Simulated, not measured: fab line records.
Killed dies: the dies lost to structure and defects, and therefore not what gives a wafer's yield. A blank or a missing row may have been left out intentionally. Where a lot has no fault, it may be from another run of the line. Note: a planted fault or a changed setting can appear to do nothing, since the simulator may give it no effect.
Which tool did it? + flow nand harc + at 1 step of a route of 1302, 12 lots with 36 wafers sampled

WHAT THE GAUGES READ, wafer by wafer
NHARC_A_ONON_D1_THK_MEAS_24: measures by ellipsometry.
| lot  | measured     | on            | thk nm (nm)    |
|------|--------------|---------------|----------------|
| L075 | day 8 15:31  | film metro-02 | 980 980 981    |
| L076 | day 9 04:09  | film metro-01 | 983 984 984    |
| L079 | day 10 06:57 | film metro-01 | 1001 1001 1000 |
| L082 | day 11 13:21 | film metro-02 | 998 999 1001   |
| L083 | day 12 03:43 | film metro-02 | 1021 1021 1025 |
| L085 | day 12 20:13 | film metro-01 | 998 997 997    |
| L087 | day 13 15:34 | film metro-01 | 1006 1009 1008 |
| L089 | day 14 18:10 | film metro-02 | 998 999 999    |
| L091 | day 15 04:44 | film metro-02 | 995 994 992    |
| L093 | day 16 07:40 | film metro-01 | 1000 1001 1003 |
| L095 | day 16 22:18 | film metro-01 | 1008 1007 1007 |
| L097 | day 18 03:00 | film metro-02 | 996 998 997    |

TOOL THAT RAN EACH LOT (tool first, then ch and the chambers of the sampled wafers, then the start)
Record: no process step prior to these readings.

THE ANSWER, worked out from the rows above alone
Rule: the lots themselves supply what counts as usual. The widest of any qualifying gaps counts: lots, ordered by their means at a reading, are off when they make up no more than a third of the lots, leave a main group of 4 or more, and stand apart from it by 3 or more times the standard deviation of that group's means. A main group whose means are all the same, to the digits that the tables above print for the reading, isn't used. A lot without any number at a reading at which 4 lots or more have one is off too. All remaining lots with rows at the step are treated as sound.
No lot is off at any reading shown: from this, nothing can be told.

WHAT WAS PUT IN BY THE SIMULATOR
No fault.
